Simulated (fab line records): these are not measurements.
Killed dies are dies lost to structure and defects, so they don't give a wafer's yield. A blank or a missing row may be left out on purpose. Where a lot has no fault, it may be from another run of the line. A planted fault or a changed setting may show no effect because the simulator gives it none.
Which tool is to blame? || flow n5_finfet || 26 wafers from 9 lots sampled at 3 of the route's 1938 steps

== WHAT THE GAUGES READ, wafer by wafer ==
N5_BEOL_M4_CD_MEAS_18: pitch 36 nm, target cd 18 nm.
{"lot": "L586", "measured": "day 8 21:49", "on": "cd_sem-03", "cd_nm (nm)": "18.21 18.55 18.18"}
{"lot": "L585", "measured": "day 9 01:05", "on": "cd_sem-03", "cd_nm (nm)": "17.87 17.90 18.05"}
{"lot": "L587", "measured": "day 9 02:31", "on": "cd_sem-03", "cd_nm (nm)": "17.84 17.81 17.96"}
{"lot": "L590", "measured": "day 9 06:32", "on": "cd_sem-03", "cd_nm (nm)": "17.97 18.09 18.48"}
{"lot": "L598", "measured": "day 11 04:50", "on": "cd_sem-01", "cd_nm (nm)": "18.78 19.06"}
{"lot": "L604", "measured": "day 13 00:26", "on": "cd_sem-02", "cd_nm (nm)": "17.95 18.00 18.30"}
{"lot": "L605", "measured": "day 13 09:43", "on": "cd_sem-01", "cd_nm (nm)": "18.06 18.50 18.05"}
{"lot": "L606", "measured": "day 14 03:08", "on": "cd_sem-02", "cd_nm (nm)": "17.87 18.08 18.05"}
{"lot": "L608", "measured": "day 14 07:12", "on": "cd_sem-01", "cd_nm (nm)": "18.37 18.28 18.43"}

== EACH LOT AND THE TOOL THAT RAN IT (in order: tool; ch and the chambers of the sampled wafers; start) ==
{"lot": "L586", "N5_BEOL_M4_ETCH_64": "rie_diel-05 ch 0,2, day 8 21:28", "N5_BEOL_M4_STRIP_66": "rie_diel-05 ch 0,2, day 8 21:36"}
{"lot": "L585", "N5_BEOL_M4_ETCH_64": "rie_diel-05 ch 1,2, day 9 00:40", "N5_BEOL_M4_STRIP_66": "rie_diel-05 ch 1,2, day 9 00:48"}
{"lot": "L587", "N5_BEOL_M4_ETCH_64": "rie_diel-04 ch 1,2,3, day 9 02:10", "N5_BEOL_M4_STRIP_66": "rie_diel-04 ch 1,2,3, day 9 02:17"}
{"lot": "L590", "N5_BEOL_M4_ETCH_64": "rie_diel-04 ch 0,3, day 9 06:11", "N5_BEOL_M4_STRIP_66": "rie_diel-04 ch 0,3, day 9 06:19"}
{"lot": "L598", "N5_BEOL_M4_ETCH_64": "rie_diel-04 ch 0,2, day 11 04:29", "N5_BEOL_M4_STRIP_66": "rie_diel-04 ch 0,2, day 11 04:37"}
{"lot": "L604", "N5_BEOL_M4_ETCH_64": "rie_diel-05 ch 1,3, day 13 00:05", "N5_BEOL_M4_STRIP_66": "rie_diel-05 ch 1,3, day 13 00:13"}
{"lot": "L605", "N5_BEOL_M4_ETCH_64": "rie_diel-02 ch 0,1, day 13 09:21", "N5_BEOL_M4_STRIP_66": "rie_diel-02 ch 0,1, day 13 09:29"}
{"lot": "L606", "N5_BEOL_M4_ETCH_64": "rie_diel-02 ch 2,3, day 14 02:47", "N5_BEOL_M4_STRIP_66": "rie_diel-02 ch 2,3, day 14 02:55"}
{"lot": "L608", "N5_BEOL_M4_ETCH_64": "rie_diel-05 ch 1,3, day 14 06:50", "N5_BEOL_M4_STRIP_66": "rie_diel-05 ch 1,3, day 14 06:58"}
- N5_BEOL_M4_ETCH_64: etches SOC in N2/H2, target depth 75 nm, overetch 22.5 nm, time 121.9 s.
- N5_BEOL_M4_STRIP_66: strips in CF4.

== THE ANSWER, worked out from the rows above alone ==
Rule: the usual values come from the lots themselves. Put in order of their means at a reading, lots are off if they are a third of the lots or fewer, leave a main group of 4 or more, and stand apart from it by a gap of 3 or more times the standard deviation of the main group's means; of several such gaps the widest counts. A main group is skipped when, at the precision printed for the reading in the tables above, its means are all equal. Also off: a lot with no number at a reading for which 4 or more lots have one. Where the step has rows for the other lots, those lots are counted as sound.
Off: L598, at N5_BEOL_M4_CD_MEAS_18 (cd_nm). Main group: mean 18.12 nm, sd 0.16.
If a tool, at a process step before that reading, ran all the lots that are off and no sound lot after the first of them, it fits. The gauges at N5_BEOL_M4_CD_MEAS_18 are tried like those tools. One fits: N5_BEOL_M4_ETCH_64 and N5_BEOL_M4_STRIP_66 on rie_diel-04. At N5_BEOL_M4_ETCH_64 its last sound lot is L590 (day 9 06:11), its first lot that is off L598 (day 11 04:29): a fault that began between those two fits.

== WHAT THE SIMULATOR PUT IN ==
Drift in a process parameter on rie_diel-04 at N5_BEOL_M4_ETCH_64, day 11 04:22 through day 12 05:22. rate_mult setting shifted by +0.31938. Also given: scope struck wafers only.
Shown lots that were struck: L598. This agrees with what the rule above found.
